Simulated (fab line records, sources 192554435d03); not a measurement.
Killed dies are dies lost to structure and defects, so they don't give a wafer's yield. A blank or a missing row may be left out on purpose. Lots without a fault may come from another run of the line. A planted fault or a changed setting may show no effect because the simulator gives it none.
A struck lot beside a sound one | flow n5_finfet | 34 steps out of a route of 1938
Sound: wafers L474.1, L474.2, L474.6. Struck: wafers L464.3, L464.5, L464.6. The cause comes at the end.
At each step with rows: each side's tool, then ch and its chambers, then its first start. Under that, the readings that differ: sound wafers | struck wafers | difference of the means | sigmas: that difference in standard deviations of wafers without a fault.
alike: readings whose means differ by less than 2 such deviations, and words and numbers that are the same on both sides. not compared: withheld readings, readings that some wafer has no value for, bounds like >300 that may hide the same value, and numbers for which the record gives no deviation and whose values overlap.
The two part at a step that has a row with sigmas, a row that says differs or no value, or rows on one side only. Numbers that don't overlap but have no deviation are shown without sigmas and don't part them. A reading that every wafer of one side lacks parts them only if that side has two wafers or more.

first, 9 steps without rows for these wafers: N5_BEOL_M10_EBR_24; N5_BEOL_M10_SOFTBAKE_23 (time 60 s); N5_BEOL_M10_EXPOSE_25 (exposes mask V9); N5_BEOL_M10_PEB_26 (peb time 60 s); N5_BEOL_M10_DEVELOP_27 (develop time 30 s); N5_BEOL_M10_DESCUM_33 (chemistry O2, time 7.9 s); N5_BEOL_M10_ETCH_65 (etches SiARC in CF4, target depth 39 nm, time 65 s); N5_BEOL_M10_ETCH_66 (etches SOC in N2/H2, target depth 120 nm, overetch 24 nm, time 180 s); N5_BEOL_M10_STRIP_69 (strips in N2/H2).
N5_BEOL_M10_VIA_ETCH_34: etches SiCOH lowk in C4F6/O2, target depth 184.5 nm, time 69.2 s.
  sound on rie_diel-06 ch 1,2, day 17 14:47; struck on rie_diel-02 ch 0,2,3, day 14 05:21
  alike: drypump_motor_current_A, oes_product_au, rf_vpp_V, showerhead_plenum_p_Torr, throttle_valve_pct
  not compared: rf_hours_counter_h
then, 23 steps without rows for these wafers: N5_BEOL_M10_STRIP_73 (strips in C4F6/O2); N5_BEOL_M10_STRIP_36 (strips in N2/H2); N5_BEOL_M10_TRENCH_ETCH_37 (etches SiCOH lowk in C4F6/O2, target depth 148.83 nm, time 48 s); N5_BEOL_M10_ETCH_41 (etches SiCN in CH3F/O2, target depth 42.6 nm, time 86 s); N5_BEOL_M10_STRIP_77 (strips in N2/H2, time 10 s); N5_BEOL_M10_HM_STRIP_39 (strips TiN in peroxide tin strip, target depth 25 nm, time 158 s); N5_BEOL_M10_SRD_40 (time 30 s); N5_BEOL_M10_PRECLEAN_42 (cleans in residue remover, time 60 s); N5_BEOL_M10_SRD_43 (time 30 s); N5_BEOL_M10_CURE_72 (cures SiCOH lowk, time 120 s); N5_BEOL_M10_DEGAS_44 (time 60 s); N5_BEOL_M10_PRE_CLEAN_45 (time 30 s); N5_BEOL_M10_ALD_74 (deposits TaN, target thk 2 nm, pulse time 2 s, purge time 3 s); N5_BEOL_M10_SURFACE_TREAT_76; N5_BEOL_M10_CVD_75 (deposits Co from CCTBA/H2, target thk 2 nm, time 138.9 s); N5_BEOL_M10_SPUTTER_48 (material Cu, target thk 12 nm, time 2 s); N5_BEOL_M10_ECD_50 (material Cu, target thk 318 nm); N5_BEOL_M10_ANNEAL_51 (time 90 s); N5_BEOL_M10_CMP_52 (polishes, stops on SiCOH lowk, t overpolish 7 s, target thk 140 nm); N5_BEOL_M10_PRE_CLEAN_55 (time 15 s); N5_BEOL_M10_DEP_56 (deposits SiCN from 3MS/NH3, target thk 15 nm, time 26.5 s); N5_BEOL_M11_ILD_DEP_00 (deposits SiCOH lowk from DEMS/porogen, target thk 308.51 nm, time 58 s); N5_BEOL_M11_CURE_71 (cures SiCOH lowk, time 240 s).
-- the record jumps here: 3 days lie between the struck wafers' starts before and after (it left off in module BEOL_M11 and takes up again in module PASSIVATION, whose first step shown is number 1936 of the route) --
N5_PASSIVATION_PROBE_49:
  sound on prober-02, day 19 17:40; struck on prober-01, day 17 06:19
  reading                  | sound          | struck         | difference | sigmas
  defect_limited_yield (%) | 91.9 92.6 92.2 | 81.9 84.2 79.7 | -10.3      | -7
  killed_at_M4_up          | 18 9 11        | 122 107 164    | +118       | +22
  killed_dies              | 96 87 92       | 214 187 239    | +122       | +8
  killed_on_rim            | 19 5 16        | 36 32 11       | +13        | +3
  sort_bin_5_function (%)  | 4.4 4.6 4.8    | 11.9 9.9 11.5  | +6.5       | +7
  sort_n_pass              | 1084 1093 1088 | 964 993 941    | -122       | -7
  alike: killed_at_M0_to_M3, killed_at_contacts, killed_at_front_end, killed_at_other, killed_open, killed_short, sort_bin_4_leakage, sort_bin_6_memory, sort_bin_8_speed

WHERE THEY PART
Only at N5_PASSIVATION_PROBE_49, within this record.

WHY: what the simulator had put in
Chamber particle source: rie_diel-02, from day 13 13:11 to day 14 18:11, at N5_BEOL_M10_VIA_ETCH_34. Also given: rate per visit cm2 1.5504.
